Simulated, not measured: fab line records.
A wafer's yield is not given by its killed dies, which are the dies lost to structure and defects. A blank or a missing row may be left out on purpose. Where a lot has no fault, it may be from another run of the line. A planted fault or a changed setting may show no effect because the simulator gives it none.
A struck lot beside a sound one + flow n5-finfet + 15 out of 1938 route steps
Sound: wafers L401.1, L401.3, L401.4. Struck: wafer L406.2. (L406.1, L406.4 of the same lot were not struck and are left out.) The cause comes at the end.
For every step that has rows: the tool of each side, followed by ch and its chambers, followed by its first start. Under that, the readings that differ: sound wafers + struck wafers + difference of the means + sigmas: that difference in standard deviations of wafers without a fault.
alike: a reading whose means differ by less than 2 such deviations, as well as words and numbers matching on both sides. not compared: withheld readings; readings where some wafer has no value; bounds like >300 that might hide an equal value; numbers whose values overlap and for which the record gives no deviation.
Wherever a step has rows on one side only, a row that says differs or no value, or a row with sigmas, the two part there. Numbers that have no deviation but don't overlap get no sigmas and don't part them. A reading missing from all wafers of one side parts the sides only when that side holds two or more wafers.

first, 3 steps without rows for these wafers: N5_MOL_CONTACT_COAG_DESCUM_88 (chemistry O2, time 7 s); N5_MOL_CONTACT_COAG_ETCH_89 (etches underlayer in N2/H2, target depth 13 nm, time 10.4 s); N5_MOL_CONTACT_COAG_ETCH_90 (etches SiARC in CF4, target depth 13 nm, time 21.7 s).
N5_MOL_CONTACT_COAG_ALD_131: deposits SiO2, target thk 5 nm, pulse time 1 s, co reactant pulse time 1 s.
  sound on ald-sin-04 ch 0,2,3, day 5 02:59; struck on ald-sin-01 ch 2, day 6 10:31
  alike: heater-power-w, precursor-pulse-height-rel, susceptor-temp-C
N5_MOL_CONTACT_COAG_ETCHBACK_132: etches SiO2 in CHF3, target depth 10 nm, time 6.7 s.
  sound on rie-diel-04 ch 1,2,3, day 5 03:10; struck on rie-diel-04 ch 2, day 6 10:42
| reading                | sound             | struck | difference | sigmas |
|------------------------|-------------------|--------|------------|--------|
| rf-hours-counter-h (h) | 173 156 65        | 184    | +53        |        |
| throttle-valve-pct (%) | 19.15 18.47 18.34 | 19.15  | +0.50      | +2     |
  alike: drypump-motor-current-A, mfc-ar-sccm, oes-product-au, rf-vpp-V, showerhead-plenum-p-Torr
then, 3 steps without rows for these wafers: N5_MOL_CONTACT_COAG_ETCH_91 (etches SOC in N2/H2, target depth 60 nm, overetch 21 nm, time 101.2 s); N5_MOL_CONTACT_COAG_STRIP_92 (strips in N2/H2); N5_MOL_CONTACT_COAG_STRIP_93 (strips in N2/H2).
N5_MOL_CONTACT_COAG_ETCHBACK_135: etches SiO2 in CHF3, target depth 25 nm, time 16.7 s.
  sound on rie-diel-04 ch 1,2,3, day 5 03:17; struck on rie-diel-04 ch 2, day 6 10:49
| reading                | sound             | struck | difference | sigmas |
|------------------------|-------------------|--------|------------|--------|
| rf-hours-counter-h (h) | 173 156 66        | 185    | +53        |        |
| throttle-valve-pct (%) | 19.13 18.48 18.37 | 19.16  | +0.50      | +2     |
  alike: drypump-motor-current-A, mfc-ar-sccm, oes-product-au, rf-vpp-V, showerhead-plenum-p-Torr
then, 1 step without rows for these wafers: N5_MOL_CONTACT_COAG_STRIP_118 (strips in CHF3).
N5_MOL_CONTACT_COAG_VIA_ETCH_46: etches SiO2 in C4F6/O2, target depth 46 nm, overetch 9.2 nm, time 40 s.
  sound on rie-diel-04 ch 1,2,3, day 5 03:19; struck on rie-diel-04 ch 2, day 6 10:52
| reading                | sound          | struck | difference | sigmas |
|------------------------|----------------|--------|------------|--------|
| rf-hours-counter-h (h) | 173 156 66     | 185    | +53        |        |
| throttle-valve-pct (%) | 41.2 40.4 40.3 | 41.3   | +0.7       | +2     |
  alike: drypump-motor-current-A, mfc-ar-sccm, oes-product-au, rf-vpp-V, showerhead-plenum-p-Torr
then, 1 step without rows for these wafers: N5_MOL_CONTACT_COAG_STRIP_96 (strips in N2/H2).
N5_MOL_CONTACT_COAG_ETCH_47: etches SiNx in CH3F/O2, stops on W, target depth 27 nm.
  sound on rie-diel-04 ch 1,2,3, day 5 03:26; struck on rie-diel-04 ch 2, day 6 10:58
| reading                                      | sound             | struck  | difference | sigmas |
|----------------------------------------------|-------------------|---------|------------|--------|
| etch-rf-on-time-s (s)                        | 31.6 31.1 31.1    | 36.1    | +4.8       | +14    |
| oes-product-au (a.u.)                        | 0.64 0.69 0.74    | 0.58    | -0.11      | -2     |
| over-etch-frac                               | 0.2 0.2 0.2       | 0.38823 | +0.18823   |        |
| rf-hours-counter-h (h)                       | 173 156 66        | 185     | +53        |        |
| throttle-valve-pct (%)                       | 16.75 16.14 15.96 | 16.78   | +0.50      | +2     |
| model.etch.over-etch-s (s)                   | 5.267 5.19 5.179  | 10.11   | +4.90      |        |
| model.MOL_CONTACT_COAG.feature-depth-nm (nm) | 18.4 18.4 18.4    | 18.8    | +0.4       |        |
  alike: drypump-motor-current-A, mfc-ar-sccm, rf-vpp-V, showerhead-plenum-p-Torr
N5_MOL_CONTACT_COAG_STRIP_119: strips in N2/H2, time 30 s.
  sound on plasma-asher-01 ch 0,1, day 5 03:31; struck on plasma-asher-01 ch 0, day 6 11:02
  alike: drypump-motor-current-A, heater-power-w
  not compared: rf-hours-counter-h
-- here the record skips 5 days between the struck wafers' starts before and after, leaving off in module MOL_CONTACT_COAG and picking up in module BEOL_M4 (first step shown: number 1111 of the route) --
N5_BEOL_M4_RC_MEAS_101:
  sound on prober-02 ch 0, day 8 15:39; struck on prober-02 ch 0, day 11 11:06
  alike: DIBL_N, DIBL_P, IOFF_N, IOFF_P, ION_N, ION_P, SS_N, SS_P, VT_N, VT_P

WHERE THEY PART
Earliest at N5_MOL_CONTACT_COAG_ETCHBACK_132; latest, in this record, at N5_MOL_CONTACT_COAG_ETCH_47. Later steps at which nothing parts them and some readings are alike: N5_MOL_CONTACT_COAG_STRIP_119, N5_BEOL_M4_RC_MEAS_101.

WHY: the cause the simulator had injected
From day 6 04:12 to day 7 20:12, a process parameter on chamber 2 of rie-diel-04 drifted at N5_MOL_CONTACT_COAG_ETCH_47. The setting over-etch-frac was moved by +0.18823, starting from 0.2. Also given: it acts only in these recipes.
